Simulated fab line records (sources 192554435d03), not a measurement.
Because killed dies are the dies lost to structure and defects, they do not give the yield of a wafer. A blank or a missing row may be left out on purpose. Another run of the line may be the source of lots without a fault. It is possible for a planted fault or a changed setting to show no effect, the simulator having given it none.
fab line records -- flow n5_finfet
[record] lots = 6, wafers = 18, last_day = 17
route steps=1938 shown START@1 ZERO_LAYER@2
lots that met no fault: taken from a fault-free run of the same line
start_h: start of the lot's first displayed wafer, in hours after the record's first day -- wait_h: how many hours have passed since the lot's step before this one -- " unchanged from the row above -- L1.1+2: a row that stands for several wafers -- - no value present, or no start provided -- * or withheld: withheld -- < > ~ a bound
route shown NAME@n: a module of which the file shows steps, and the number in the route of the first -- usual: mean/standard deviation taken from wafers without a fault -- same: alike in all rows -- chamber/n: place in a boat -- sites: the reading at each site -- _std_site: the values' standard deviation -- _edge_site: the outer-site mean with the inner-site mean subtracted -- radius_mm: how far each site lies from the wafer's centre -- mask NAME#n: copy n -- behind: the tool/chamber that last shaped the wafer -- hold: why the lot was held/for how many hours/how that ended -- device: the transistor (n, p or np) that didn't switch -- end of line: tests of these same wafers at the route's end -- a step given without rows: its recipe and nothing more -- killed: dies that structure and defects cost at the first sort, which is not the same as the wafer's yield -- map: a wafer's dies, marking killed ones x, the rest . and places with no die _
set.NAME: the setting the step ran with; set.NAME@STEP: the setting that earlier step ran with -- model.NAME: the simulator's own value behind a step, which no gauge read
lots at some steps of the route; a table a step, a row a wafer
services: the hour from which a tool's chamber was out of use, counted from the record's first day as start_h (under 0 if before that day), plus the number of hours and why
[[steps]]
[step N5_START_INSPECT_01]
[recipe] inspect_instrument = unpatterned_scan, mode = incoming
[usual] raw_defect_count = 6.1/2.6
lot.wafer,tool,chamber,start_h,wait_h,raw_defect_count
L382.1,defect_inspect-01,-,18.03,-,11
L382.2,defect_inspect-01,-,18.03,-,14
L382.5,defect_inspect-01,-,18.03,-,5
L384.2,defect_inspect-01,-,30.04,-,2
L384.4,defect_inspect-01,-,30.04,-,4
L384.5,defect_inspect-01,-,30.04,-,7
L392.1,defect_inspect-01,-,78.03,-,3
L392.4,defect_inspect-01,-,78.03,-,6
L392.6,defect_inspect-01,-,78.03,-,8
L394.1,defect_inspect-01,-,90.03,-,7
L394.2,defect_inspect-01,-,90.03,-,10
L394.6,defect_inspect-01,-,90.03,-,5
L396.2,defect_inspect-02,-,102.03,-,6
L396.4,defect_inspect-02,-,102.03,-,2
L396.6,defect_inspect-02,-,102.03,-,6
L397.3,defect_inspect-01,-,108.03,-,9
L397.4,defect_inspect-01,-,108.03,-,7
L397.5,defect_inspect-01,-,108.03,-,6
[step N5_ZERO_LAYER_PRECLEAN_00]
[recipe] chemistry = SPM, time_s = 600, temp_c = 120, mix = 4:1
[step N5_ZERO_LAYER_SRD_01]
[recipe] time_s = 30, temp_c = 23, rinse_liquid = diw, dry = n2_spin, spin_rpm = 1500, dry_time_s = 30
[step N5_ZERO_LAYER_PECVD_02]
[recipe] material = SiO2, target_thk_a = 100, temp_c = 400, precursor = SiH4/N2O, pressure_torr = 0.75, rf_w = 275, time_s = 6
[usual] heater_power_w = 750/110, showerhead_plenum_p_Torr = 8.12/0.17, showerhead_vpp_V = 1002/33
lot.wafer,tool,chamber,start_h,wait_h,heater_power_w,showerhead_plenum_p_Torr,showerhead_vpp_V
L382.1,pecvd-03,0,18.30,0.0,741,7.98,946
L382.2,pecvd-03,2,18.30,0.0,597,8.26,1028
L382.5,pecvd-03,0,18.30,0.0,740,7.95,958
L384.2,pecvd-01,1,30.29,0.0,683,8.07,934
L384.4,pecvd-01,2,30.29,0.0,685,7.97,984
L384.5,pecvd-01,1,30.29,0.0,653,8.06,938
L392.1,pecvd-03,2,78.28,0.0,605,8.28,1011
L392.4,pecvd-03,0,78.28,0.0,734,7.97,935
L392.6,pecvd-03,2,78.28,0.0,599,8.29,1008
L394.1,pecvd-03,2,90.28,0.0,601,8.29,1023
L394.2,pecvd-03,1,90.28,0.0,794,8.14,985
L394.6,pecvd-03,2,90.28,0.0,604,8.29,1021
L396.2,pecvd-03,2,102.31,0.1,681,8.30,1018
L396.4,pecvd-03,2,102.31,0.1,680,8.28,1022
L396.6,pecvd-03,2,102.31,0.1,675,8.28,1013
L397.3,pecvd-01,0,108.28,0.0,687,7.84,1046
L397.4,pecvd-01,1,108.28,0.0,736,8.06,962
L397.5,pecvd-01,2,108.28,0.0,708,8.00,995
[step N5_ZERO_LAYER_HMDS_04]
[recipe] time_s = 60, temp_c = 120
[step N5_ZERO_LAYER_COAT_05]
[recipe] spin_rpm = 1500, resist_thk_nm = 1000
[step N5_ZERO_LAYER_EBR_07]
[recipe] solvent = PGMEA, ebr_width_mm = 1.5
[step N5_ZERO_LAYER_SOFTBAKE_06]
[recipe] temp_c = 100, time_s = 90
[step N5_ZERO_LAYER_EXPOSE_08]
[recipe] mask_id = ZERO, na = 0.55, source_shape = conventional, sigma_outer = 0.8, polarization = unpolarized, defocus_nm = 0, target_cd_nm = 2000, dose_mj = 16.2
[step N5_ZERO_LAYER_PEB_09]
[recipe] peb_temp_c = withheld, peb_time_s = *
[usual] chill_plate_temp_C = *
lot.wafer,tool,chamber,start_h,wait_h,chill_plate_temp_C
L382.1,litho_track-01,0,18.66,0.1,*
L382.2,litho_track-01,0,18.66,0.1,*
L382.5,litho_track-01,0,18.66,0.1,*
L384.2,litho_track-01,0,30.53,0.0,*
L384.4,litho_track-01,0,30.53,0.0,*
L384.5,litho_track-01,0,30.53,0.0,*
L392.1,litho_track-01,0,78.53,0.1,*
L392.4,litho_track-01,0,78.53,0.1,*
L392.6,litho_track-01,0,78.53,0.1,*
L394.1,litho_track-05,0,90.67,0.1,*
L394.2,litho_track-05,0,90.67,0.1,*
L394.6,litho_track-05,0,90.67,0.1,*
L396.2,litho_track-05,0,102.62,0.0,*
L396.4,litho_track-05,0,102.62,0.0,*
L396.6,litho_track-05,0,102.62,0.0,*
L397.3,litho_track-05,0,108.52,0.0,*
L397.4,litho_track-05,0,108.52,0.0,*
L397.5,litho_track-05,0,108.52,0.0,*
[step N5_ZERO_LAYER_DEVELOP_10]
[recipe] develop_time_s = 60, rinse_liquid = diw, dry = air_spin, dev_temp_c = 21
[step N5_ZERO_LAYER_HARDBAKE_23]
[recipe] temp_c = 130, time_s = 120
[step N5_ZERO_LAYER_CD_MEAS_11]
[recipe] target_cd_nm = 2000, landing_energy_ev = 500, detector = se_inlens
[usual] cd_nm = 1999.4/2.2
lot.wafer,tool,chamber,start_h,wait_h,cd_nm
L382.1,cd_sem-01,0,18.78,-,1995.6
L382.2,cd_sem-01,0,18.78,-,1998.2
L382.5,cd_sem-01,0,18.78,-,1999.1
L384.2,cd_sem-01,0,30.65,-,1999.1
L384.4,cd_sem-01,0,30.65,-,2000.7
L384.5,cd_sem-01,0,30.65,-,1996.9
L392.1,cd_sem-01,0,78.64,-,2003.3
L392.4,cd_sem-01,0,78.64,-,2002.1
L392.6,cd_sem-01,0,78.64,-,1999.0
L394.1,cd_sem-01,0,90.79,-,1998.0
L394.2,cd_sem-01,0,90.79,-,1999.7
L394.6,cd_sem-01,0,90.79,-,1997.0
L396.2,cd_sem-01,0,102.74,-,1992.3
L396.4,cd_sem-01,0,102.74,-,2001.4
L396.6,cd_sem-01,0,102.74,-,1999.3
L397.3,cd_sem-03,0,108.64,-,1989.1
L397.4,cd_sem-03,0,108.64,-,2000.7
L397.5,cd_sem-03,0,108.64,-,1998.4
[step N5_ZERO_LAYER_DESCUM_16]
[recipe] chemistry = O2, time_s = 7.9, source_power_w = 50, bias_power_w = 20, pressure_mtorr = 20, rf_frequency_hz = 2.712e+07, temp_c = 40, o2_flow_sccm = 225
[usual] drypump_motor_current_A = 5.7/0.31, oes_product_au = 0.75/0.063, rf_vpp_V = 243.0/1.3, showerhead_plenum_p_Torr = 2.08/0.062, throttle_valve_pct = 20.43/0.27
lot.wafer,tool,chamber,start_h,wait_h,drypump_motor_current_A,oes_product_au,rf_hours_counter_h,rf_vpp_V,showerhead_plenum_p_Torr,throttle_valve_pct
L382.1,rie_diel-04,3,18.82,0.0,5.5,0.75,174,241.1,2.00,20.71
L382.2,rie_diel-04,1,18.82,0.0,5.9,0.78,121,245.0,2.17,20.15
L382.5,rie_diel-04,2,18.82,0.0,5.8,0.72,-,242.7,2.07,20.19
L384.2,rie_diel-04,2,30.68,0.0,5.7,0.71,202,243.3,2.06,20.19
L384.4,rie_diel-04,1,30.68,0.0,5.9,0.78,125,245.7,2.17,20.15
L384.5,rie_diel-04,1,30.68,0.0,5.9,0.78,-,244.2,2.17,20.16
L392.1,rie_diel-05,1,78.81,0.2,5.1,0.92,8,244.1,2.15,20.18
L392.4,rie_diel-05,0,78.81,0.2,5.3,0.75,141,242.0,2.07,20.14
L392.6,rie_diel-05,1,78.81,0.2,5.1,0.92,-,242.7,2.15,20.18
L394.1,rie_diel-04,3,90.83,0.0,5.5,0.73,196,241.4,2.00,20.73
L394.2,rie_diel-04,1,90.83,0.0,5.9,0.76,143,244.4,2.16,20.18
L394.6,rie_diel-04,0,90.83,0.0,5.7,0.74,-,242.4,2.09,20.80
L396.2,rie_diel-04,1,102.79,0.0,5.9,0.76,145,244.3,2.16,20.19
L396.4,rie_diel-04,3,102.79,0.0,5.5,0.73,199,240.4,2.00,20.73
L396.6,rie_diel-04,3,102.79,0.0,5.5,0.73,-,240.2,2.00,20.73
L397.3,rie_diel-05,1,108.68,0.0,5.1,0.90,16,243.3,2.14,20.22
L397.4,rie_diel-05,0,108.68,0.0,5.3,0.75,150,243.8,2.07,20.17
L397.5,rie_diel-05,1,108.68,0.0,5.1,0.90,-,244.8,2.14,20.20
[[services]]
tool,chamber,start_h,hours,kind
pecvd-03,-,-3.46,1.3,repair
pecvd-01,0,14.88,2.1,scheduled_down
rie_diel-05,1,36.36,-,clean
rie_diel-05,1,36.36,-,consumable_replace:focus_ring
rie_diel-05,1,36.36,11.8,scheduled_down
rie_diel-05,1,36.36,11.8,vent_cycle
pecvd-01,2,75.37,5.5,scheduled_down
pecvd-03,0,80.54,13.8,repair
pecvd-03,1,94.01,14.0,repair
pecvd-03,0,96.23,7.6,repair
[[key]]
[first_sign] step = N5_ZERO_LAYER_CD_MEAS_11, reading = cd_nm, direction = down, sigmas = 3.9, usual = 1999.4, struck = 1990.7
effect none on later readings
met_at N5_ZERO_LAYER_PEB_09
struck_wafers L396.2,L397.3
tester_left_out L396,L397
onset_between 90.67 102.62
[fault] kind = process_parameter_drift, tool = litho_track-05, chamber = -, onset_h = 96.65, steps = N5_ZERO_LAYER_PEB_09, channel = peb_time_s, offset = *, shape = step, end_h = 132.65, scope = struck_wafers_only, acts_in = *, stated = *
// tester_left_out: of these lots the tester's yield and bins aren't shown, on N5 and GAA mostly nor the transistor test; their killed dies are dies lost to structure and defects alone, not to doping, threshold or leakage, so they don't give the yield
